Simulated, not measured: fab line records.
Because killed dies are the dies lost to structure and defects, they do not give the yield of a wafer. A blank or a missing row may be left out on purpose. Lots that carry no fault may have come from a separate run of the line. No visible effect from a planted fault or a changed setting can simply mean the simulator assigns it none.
Matching of chambers || flow n5_finfet || 4 sister chambers for N5_BEOL_M12_ETCH_59 on rie_diel-06
The step etches BARC in N2/H2, target depth 89 nm, overetch 26.7 nm, time 67.9 s. 7 wafers are shown with their chamber, then 8 later ones without.

## WAFERS PAIRED WITH THEIR CHAMBERS
{"wafer": "L076.2", "chamber": 1, "drypump_motor_current_A (A)": 5.7, "showerhead_plenum_p_Torr (Torr)": 2.48}
{"wafer": "L082.5", "chamber": 0, "drypump_motor_current_A (A)": 5.7, "showerhead_plenum_p_Torr (Torr)": 2.42}
{"wafer": "L077.6", "chamber": 2, "drypump_motor_current_A (A)": 4.9, "showerhead_plenum_p_Torr (Torr)": 2.58}
{"wafer": "L078.1", "chamber": 2, "drypump_motor_current_A (A)": 4.9, "showerhead_plenum_p_Torr (Torr)": 2.57}
{"wafer": "L078.4", "chamber": 3, "drypump_motor_current_A (A)": 6.0, "showerhead_plenum_p_Torr (Torr)": 2.49}
{"wafer": "L078.5", "chamber": 3, "drypump_motor_current_A (A)": 6.0, "showerhead_plenum_p_Torr (Torr)": 2.49}
{"wafer": "L088.1", "chamber": 0, "drypump_motor_current_A (A)": 5.8, "showerhead_plenum_p_Torr (Torr)": 2.41}

## WAFERS WHOSE CHAMBER IS MISSING
{"wafer": "L088.2", "drypump_motor_current_A (A)": 5.8, "showerhead_plenum_p_Torr (Torr)": 2.47}
{"wafer": "L088.3", "drypump_motor_current_A (A)": 6.0, "showerhead_plenum_p_Torr (Torr)": 2.48}
{"wafer": "L092.2", "drypump_motor_current_A (A)": 6.0, "showerhead_plenum_p_Torr (Torr)": 2.48}
{"wafer": "L092.4", "drypump_motor_current_A (A)": 5.7, "showerhead_plenum_p_Torr (Torr)": 2.41}
{"wafer": "L092.6", "drypump_motor_current_A (A)": 4.9, "showerhead_plenum_p_Torr (Torr)": 2.56}
{"wafer": "L093.2", "drypump_motor_current_A (A)": 5.7, "showerhead_plenum_p_Torr (Torr)": 2.47}
{"wafer": "L093.3", "drypump_motor_current_A (A)": 5.7, "showerhead_plenum_p_Torr (Torr)": 2.41}
{"wafer": "L093.6", "drypump_motor_current_A (A)": 5.8, "showerhead_plenum_p_Torr (Torr)": 2.41}

## EACH ONE'S CHAMBER
{"wafer": "L088.2", "from the rows above": 1, "in truth": 1}
{"wafer": "L088.3", "from the rows above": 3, "in truth": 3}
{"wafer": "L092.2", "from the rows above": 3, "in truth": 3}
{"wafer": "L092.4", "from the rows above": 0, "in truth": 0}
{"wafer": "L092.6", "from the rows above": 2, "in truth": 2}
{"wafer": "L093.2", "from the rows above": 1, "in truth": 1}
{"wafer": "L093.3", "from the rows above": 0, "in truth": 0}
{"wafer": "L093.6", "from the rows above": 0, "in truth": 0}
Correct placement for 8 of the 8. Can't be placed from these rows: 0. 0 placed wrongly.
How it was worked out, from the rows above alone: a wafer's distance from a chamber is the root of the sum, over the readings, of the square of ((its reading less the chamber's mean) divided by the reading's scatter). The wafer belongs to the nearest chamber; if the next one is less than 2 further off, it can't be placed. For every chamber, the mean is computed from those of its wafers that are shown. The scatter: the root of (the sum of the squares of (reading less its chamber's mean) over the shown wafers, divided by (wafers less chambers)).
